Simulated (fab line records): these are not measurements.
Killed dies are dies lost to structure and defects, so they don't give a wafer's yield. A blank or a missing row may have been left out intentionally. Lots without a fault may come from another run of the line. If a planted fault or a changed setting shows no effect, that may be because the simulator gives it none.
Chamber matching -- flow nand-harc -- 4 sister chambers for NHARC_A_CONTACT_ETCH_110 on rie-diel-13
The step etches the open film in CF4/O2, target depth 60 nm, overetch 6 nm, time 33 s. 4 wafers are shown with their chamber, then 8 later ones without.

== WAFERS WITH THEIR CHAMBER ==
wafer,chamber,showerhead-plenum-p-Torr (Torr)
L089.2,0,1.25
L089.3,3,1.25
L089.4,1,1.37
L091.2,2,1.42

== WAFERS WITHOUT THEIR CHAMBER ==
wafer,showerhead-plenum-p-Torr (Torr)
L091.4,1.25
L091.5,1.25
L093.1,1.37
L093.2,1.42
L093.4,1.24
L097.2,1.25
L097.4,1.24
L097.6,1.37

== WHICH CHAMBER EACH WENT THROUGH ==
wafer,from the rows above,in truth
L091.4,can't be placed: 0 or 3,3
L091.5,can't be placed: 0 or 3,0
L093.1,1,1
L093.2,2,2
L093.4,can't be placed: 0 or 3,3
L097.2,can't be placed: 0 or 3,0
L097.4,can't be placed: 0 or 3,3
L097.6,1,1
Placed correctly: 3 of 8. Can't be placed from these rows: 5 (the true chamber is among the candidates in 5). 0 placed wrongly.
How it was worked out, from the rows above alone: a wafer's distance from a chamber is the root of the sum, over the readings, of the square of ((its reading less the chamber's mean) divided by the reading's scatter). The wafer belongs to the nearest chamber; if the next one is less than 2 further off, it can't be placed. For every chamber, the mean is computed from those of its wafers that are shown. The scatter (one wafer shown for each chamber): square how far every hidden wafer sits from the nearest shown wafer, average those squares and take the square root.
